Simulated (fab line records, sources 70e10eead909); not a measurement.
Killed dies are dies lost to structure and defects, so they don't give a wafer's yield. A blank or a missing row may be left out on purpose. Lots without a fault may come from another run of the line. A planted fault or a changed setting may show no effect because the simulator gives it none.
Chamber matching | flow nand_harc | NHARC_A_M0_DEP_32 on pecvd-04: 3 sister chambers
The step deposits SiCN, target thk 30 nm. 6 wafers are shown with their chamber, then 12 later ones without.

WAFERS WITH THEIR CHAMBER
wafer  | chamber | heater_power_w (W)
L083.4 | 1       | 528
L085.6 | 0       | 574
L089.5 | 0       | 573
L091.1 | 2       | 647
L091.4 | 2       | 639
L091.5 | 1       | 498

WAFERS WITHOUT THEIR CHAMBER
wafer  | heater_power_w (W)
L091.2 | 495
L091.3 | 535
L091.6 | 539
L093.3 | 563
L093.4 | 591
L093.6 | 514
L093.1 | 594
L093.2 | 498
L093.5 | 561
L097.2 | 564
L097.4 | 535
L097.6 | 627

WHICH CHAMBER EACH WENT THROUGH
wafer  | from the rows above     | in truth
L091.2 | 1                       | 1
L091.3 | can't be placed: 1 or 0 | 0
L091.6 | can't be placed: 1 or 0 | 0
L093.3 | 0                       | 0
L093.4 | 0                       | 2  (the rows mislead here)
L093.6 | 1                       | 1
L093.1 | 0                       | 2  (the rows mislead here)
L093.2 | 1                       | 1
L093.5 | 0                       | 0
L097.2 | 0                       | 0
L097.4 | can't be placed: 1 or 0 | 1
L097.6 | 2                       | 2
Placed correctly: 7 of 12. Can't be placed from these rows: 3 (the true chamber is among the candidates in 3). Placed wrongly: 2.
How it was worked out, from the rows above alone: a wafer's distance from a chamber is the root of the sum, over the readings, of the square of ((its reading less the chamber's mean) divided by the reading's scatter). The wafer belongs to the nearest chamber; if the next one is less than 2 further off, it can't be placed. A chamber's mean is the mean of its shown wafers. The scatter: the root of (the sum of the squares of (reading less its chamber's mean) over the shown wafers, divided by (wafers less chambers)).
